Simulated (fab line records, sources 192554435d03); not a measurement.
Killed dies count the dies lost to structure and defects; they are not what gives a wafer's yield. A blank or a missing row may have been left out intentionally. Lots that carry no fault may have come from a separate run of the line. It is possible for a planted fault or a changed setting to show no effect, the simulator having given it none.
Which tool did it? + flow n5 finfet + 15 lots (45 wafers sampled), 1 step of a 1938-step route

== WHAT THE GAUGES SHOWED, per wafer ==
N5_BEOL_M9_CD_MEAS_11: the cd target is 64.1 nm. Usual: cd nm at 64.0 nm, with a standard deviation of 0.54.
| lot  | measured     | on        | cd nm (nm)     | flag |
|------|--------------|-----------|----------------|------|
| L527 | day 9 17:01  | cd sem-01 | 64.4 64.5 63.7 |      |
| L529 | day 10 08:29 | cd sem-03 | 63.9 63.8 63.3 |      |
| L530 | day 10 19:51 | cd sem-03 | 63.1 63.2 63.7 |      |
| L531 | day 11 02:32 | cd sem-01 | 64.5 64.5 64.3 |      |
| L532 | day 11 07:46 | cd sem-02 | 64.5 64.6 64.2 |      |
| L534 | day 11 20:55 | cd sem-03 | 64.4 65.2 64.2 |      |
| L535 | day 12 04:24 | cd sem-02 | 63.8 63.4 64.1 |      |
| L537 | day 12 11:13 | cd sem-01 | 63.8 63.8 63.3 |      |
| L536 | day 12 11:23 | cd sem-02 | 63.7 63.9 63.7 |      |
| L543 | day 13 11:07 | cd sem-02 | 63.8 63.5 63.7 |      |
| L542 | day 13 23:07 | cd sem-03 | 63.3 64.6 63.7 |      |
| L546 | day 15 01:01 | cd sem-03 | 64.0 63.4 63.9 |      |
| L549 | day 15 02:46 | cd sem-02 | 64.1 64.0 64.3 |      |
| L547 | day 15 03:29 | cd sem-03 | 63.1 63.2 63.7 |      |
| L548 | day 15 03:41 | cd sem-02 | 64.0 63.6 63.5 |      |

== TOOL THAT RAN EACH LOT (tool first, then ch and the chambers of the sampled wafers, then the start) ==
There is no process step in the record ahead of these readings.

== WHAT THE TOOLS THEMSELVES READ (means of the sampled wafers that have a number; where no wafer has one, the mark that the record gives instead) ==
The record holds no such reading with a usual standard deviation.

== THE ANSWER, worked out from the rows above alone ==
Rule: a lot counts as off when the mean over its wafers that have a number is more than 3 standard deviations away from the usual mean. Also off: a lot with no number at a reading for which 4 or more lots have one. The other lots that the step has rows for count as sound. First the gauges in route order, then the tools' own readings, where a lot's mean is used as printed above. The first step at which some lot is off is used, and at that step the reading that is off furthest; a lot without a number counts as furthest.
No lot is off at any reading shown: from this, nothing can be told.

== WHAT WAS PUT IN BY THE SIMULATOR ==
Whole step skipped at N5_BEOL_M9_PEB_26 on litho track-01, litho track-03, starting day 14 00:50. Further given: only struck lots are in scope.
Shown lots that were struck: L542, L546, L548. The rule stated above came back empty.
